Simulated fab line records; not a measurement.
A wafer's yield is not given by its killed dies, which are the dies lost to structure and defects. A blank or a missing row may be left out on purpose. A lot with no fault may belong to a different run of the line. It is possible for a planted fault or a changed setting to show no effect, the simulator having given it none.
Which of the tools did it?	flow nandHarc	12 lots with 36 wafers sampled at 2 steps, on a route of 1302 steps

## WHAT THE GAUGES SHOWED, per wafer
NHARC_A_ONON_D2_THK_MEAS_21: measures by ellipsometry.
lot	measured	on	thkNm (nm)
L075	day 13 21:10	filmMetro-01	989 991 990
L076	day 13 21:19	filmMetro-01	978 980 981
L079	day 14 15:40	filmMetro-01	1005 1007 1007
L081	day 15 10:55	filmMetro-02	997 996 996
L083	day 16 14:29	filmMetro-01	1002 1001 1003
L084	day 17 16:10	filmMetro-02	998 1001 999
L088	day 18 15:39	filmMetro-01	1010 1010 1010
L087	day 19 13:08	filmMetro-01	990 991 992
L090	day 20 01:06	filmMetro-02	1015 1014 1013
L093	day 21 18:32	filmMetro-02	1016 1016 1015
L095	day 21 23:35	filmMetro-02	1021 1021 1021
L097	day 22 13:29	filmMetro-01	1008 1006 1008

## WHICH TOOL RAN EACH LOT (tool, then ch and the chambers of the sampled wafers, then the start)
lot	NHARC_A_CHANNEL_HOLE_D1_ETCH_24
L075	harEtch-02 ch 0,1, day 9 15:49
L076	harEtch-02 ch 0,1, day 9 19:43
L079	harEtch-01 ch 1, day 10 15:20
L081	harEtch-01 ch 0,1, day 11 11:29
L083	harEtch-02 ch 0,1, day 12 08:26
L084	harEtch-01 ch 0,1, day 13 09:47
L088	harEtch-01 ch 0,1, day 14 17:46
L087	harEtch-02 ch 0,1, day 15 05:52
L090	harEtch-01 ch 0,1, day 15 17:12
L093	harEtch-02 ch 0,1, day 17 12:16
L095	harEtch-01 ch 0,1, day 17 19:46
L097	harEtch-01 ch 0,1, day 18 05:56
- NHARC_A_CHANNEL_HOLE_D1_ETCH_24: etches the open film in C4F8/O2/Ar, time 906.2 s, target depth 1500 nm.

## THE ANSWER, worked out from the rows above alone
Rule: the usual values come from the lots themselves. The widest of any qualifying gaps counts: lots, ordered by their means at a reading, are off when they make up no more than a third of the lots, leave a main group of 4 or more, and stand apart from it by 3 or more times the standard deviation of that group's means. Not used: any main group whose means are identical at the precision the tables above print for the reading. Also off: a lot with no number at a reading for which 4 or more lots have one. Any other lot the step has rows for is counted as sound.
Across all readings shown, no lot is off: no conclusion can be drawn from this.

## WHAT THE SIMULATOR HAD PUT IN
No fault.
